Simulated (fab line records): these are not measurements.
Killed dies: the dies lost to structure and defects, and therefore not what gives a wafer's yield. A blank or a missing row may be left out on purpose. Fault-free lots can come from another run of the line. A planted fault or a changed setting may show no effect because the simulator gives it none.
A lot that was struck, set against a sound lot / flow n5_finfet / 15 out of 1938 route steps
Sound: these wafers, L885.1, L885.2, L885.4. Struck: wafers L889.1, L889.2. (L889.6 of the same lot was not struck and is left out.) The cause comes at the end.
For every step that has rows: the tool of each side, followed by ch and its chambers, followed by its first start. Under that, the readings that differ: sound wafers / struck wafers / difference of the means / sigmas: that difference in standard deviations of wafers without a fault.
alike: a reading whose means differ by less than 2 such deviations, as well as words and numbers matching on both sides. not compared: withheld readings; readings where some wafer has no value; bounds like >300 that might hide an equal value; numbers whose values overlap and for which the record gives no deviation.
A row with sigmas, a row that says differs or no value, or rows on one side alone: a step with any of these is where the two part. When numbers do not overlap yet have no deviation, they are printed without sigmas and do not part them. Lack of a reading on every wafer of one side parts them only where that side has two or more wafers.

first, 2 steps without rows for these wafers: N5_BEOL_M5_SPUTTER_81 (material Cu, target thk 15 nm, time 27.62 s); N5_BEOL_M5_ANNEAL_82 (time 1800 s).
N5_BEOL_M5_SPUTTER_83: material Cu, target thk 15 nm, time 27.62 s.
  sound on pvd_sputter-01, day 10 10:29; struck on pvd_sputter-02, day 11 15:14
  alike: throttle_valve_pct
then, 2 steps without rows for these wafers: N5_BEOL_M5_ANNEAL_84 (time 1800 s); N5_BEOL_M5_SPUTTER_88 (material Cu, target thk 15 nm, time 27.62 s).
N5_BEOL_M5_ANNEAL_89: time 1800 s.
  sound on pvd_sputter-01, day 10 11:40; struck on pvd_sputter-02, day 11 16:24
  alike: heater_power_w
N5_BEOL_M5_SPUTTER_90: material Cu, target thk 4.5 nm, time 8.29 s.
  sound on pvd_sputter-01, day 10 12:40; struck on pvd_sputter-02, day 11 17:25
  alike: throttle_valve_pct
then, 1 step without rows for these wafers: N5_BEOL_M5_ECD_50 (material Cu, target thk 300 nm).
N5_BEOL_M5_ANNEAL_51: time 90 s.
  sound on rtp_anneal-01 ch 0, day 10 12:52; struck on rtp_anneal-01 ch 0, day 11 18:05
  alike: wafer_temp_C_max
N5_BEOL_M5_CMP_52: polishes, stops on SiCOH lowk, t overpolish 6.9 s, target thk 62 nm.
  sound on cmp-02 ch 0,1,2, day 10 13:10; struck on cmp-01 ch 2,3, day 11 19:47
  alike: barrier_field_endpoint_s, motor_current_A, overpolish_run_s, time_to_endpoint_s
N5_BEOL_M5_THK_MEAS_53: measures by xrf.
  sound on film_metro-01, day 10 13:28; struck on film_metro-02, day 11 20:02
  alike: M5_THK
then, 1 step without rows for these wafers: N5_BEOL_M5_PRE_CLEAN_77 (time 15 s).
N5_BEOL_M5_CO_CAP_78: material Co, precursor CCTBA/H2, target thk 2 nm, time 102.1 s.
  sound on cvd_co-02 ch 0,1,2, day 10 13:32; struck on cvd_co-02 ch 0,1, day 11 20:19
reading=run_length_s (s); sound=124.5 125.3 124.1; struck=98.3 98.3; difference=-26.3; sigmas=-45
reading=model.Co_of_BEOL_M5_CO_CAP_78.thk_nm (nm); sound=2 2 2.2; struck=1.6 1.4; difference=-0.6; sigmas=
  alike: heater_power_w
then, 2 steps without rows for these wafers: N5_BEOL_M5_PRE_CLEAN_55 (time 15 s); N5_PASSIVATION_PROBE_49.

== WHERE THEY PART ==
At N5_BEOL_M5_CO_CAP_78 and nowhere else, as far as this record goes.

WHY: the cause the simulator had injected
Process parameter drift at N5_BEOL_M5_CO_CAP_78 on cvd_co-02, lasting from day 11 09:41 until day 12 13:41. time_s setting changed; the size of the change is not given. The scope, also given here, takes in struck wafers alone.
